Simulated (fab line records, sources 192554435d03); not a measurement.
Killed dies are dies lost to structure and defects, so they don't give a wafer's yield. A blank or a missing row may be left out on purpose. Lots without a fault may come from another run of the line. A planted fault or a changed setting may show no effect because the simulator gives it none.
Split-lot experiment | flow n5_finfet | 7 lots, 21 wafers read, on a route of 1938 steps

THE SPLIT
At N5_ZERO_LAYER_EXPOSE_08 (exposes mask ZERO, defocus 0 nm, target cd 2000 nm), the setting dose_mj was moved away from the recipe's 16.2 on 6 of the 21 wafers read, by -4.5% to +6.9%. The other wafers ran this setting at the recipe's value.

FROM THE SPLIT TO THE READING: what the file shows between them, 2 steps
- N5_ZERO_LAYER_DEVELOP_10: develop time 60 s (also split here: develop_time_s)
- N5_ZERO_LAYER_HARDBAKE_23: time 120 s

THE READING
cd_nm, in nm, at N5_ZERO_LAYER_CD_MEAS_11 (target cd 2000 nm). Fault-free wafers of this fab line usually give 2000.3 nm, standard deviation 1.8 nm.

wafer  | tool, chamber at the split | dose_mj as run | against the recipe | cd_nm, nm | against lot-mates on the recipe
L076.2 | krf_scanner-01, 0          | 15.47          | -4.5%              | 1988.8    | -10.5
L076.5 | krf_scanner-01, 0          | 16.2           | recipe             | 1997.8    | -
L076.6 | krf_scanner-01, 0          | 16.2           | recipe             | 2000.8    | -
L079.1 | krf_scanner-01, 0          | 16.2           | recipe             | 2001.2    | -
L079.2 | krf_scanner-01, 0          | 16.2           | recipe             | 1992.4    | -
L079.3 | krf_scanner-01, 0          | 16.2           | recipe             | 1996.2    | -
L080.1 | krf_scanner-01, 0          | 16.2           | recipe             | 2003.4    | -
L080.3 | krf_scanner-01, 0          | 16.2           | recipe             | 2000.1    | -
L080.6 | krf_scanner-01, 0          | 16.2           | recipe             | 1998.4    | -
L083.4 | krf_scanner-02, 0          | 16.2           | recipe             | 2000.1    | -
L083.5 | krf_scanner-02, 0          | 16.2           | recipe             | 2001.0    | -
L083.6 | krf_scanner-02, 0          | 15.53          | -4.1%              | 1993.4    | -7.1
L086.2 | krf_scanner-01, 0          | 16.2           | recipe             | 1998.4    | -
L086.3 | krf_scanner-01, 0          | 17.31          | +6.9%              | 2009.5    | +11.1
L086.4 | krf_scanner-01, 0          | 17.31          | +6.9%              | 2013.4    | +15.0
L091.1 | krf_scanner-01, 0          | 16.87          | +4.1%              | 2008.0    | +4.9
L091.2 | krf_scanner-01, 0          | 16.2           | recipe             | 2003.1    | -
L091.3 | krf_scanner-01, 0          | 16.87          | +4.1%              | 2010.1    | +7.0
L092.3 | krf_scanner-02, 0          | 16.2           | recipe             | 1998.4    | -
L092.4 | krf_scanner-02, 0          | 16.2           | recipe             | 1999.7    | -
L092.5 | krf_scanner-02, 0          | 16.2           | recipe             | 1999.7    | -

THE FIT
A straight line over all 21 wafers: cd_nm changes by +1.91 nm for each +1% of dose_mj; r = +0.90; the points scatter about the line by 2.6 nm.
The same after taking each lot's own level away (the mean of its wafers on the recipe; 21 wafers): +1.86 nm for each +1%; r = +0.94; scatter 2 nm.
On that fit, the largest move of dose_mj shifts the reading by 13 nm.
The lots' own levels span 1996.60 to 2003.10 nm, that is 3.6 times the standard deviation above.
So the lot-to-lot level changes the slope little: the two slopes agree.
Check: with one of the wafers moved furthest among these (+6.9%) left out of the fit, the line predicts +13.1 nm for it against its lot-mates. It came out at +11.1 nm against them.

OTHER SPLITS ON THESE WAFERS
These wafers also went through other splits before the reading. Each is held against what the fit with the lots' levels taken away leaves over:
other split on the same wafers          | wafers away from the commonest value | r with cd_nm (lot level and that fit taken away)
N5_ZERO_LAYER_DEVELOP_10 develop_time_s | 7                                    | +0.34

THE WHOLE CHAIN: every reading that the file lists as answering this split, in the file's order
step                     | what it does             | reading                                                           | change (the file's fit)              | r (the file's)
N5_ZERO_LAYER_CD_MEAS_11 | target cd 2000 nm        | cd_nm                                                             | +1.88 nm for each +1% of the setting | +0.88
N5_ZERO_LAYER_DESCUM_16  | chemistry O2, time 7.9 s | ZERO_LAYER.cd_nm (the simulator's own value, which no gauge read) | +1.93 nm for each +1% of the setting | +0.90

THE FILE'S OWN FIT
cd_nm changes by +1.88 nm for each +1% of dose_mj, r = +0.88.
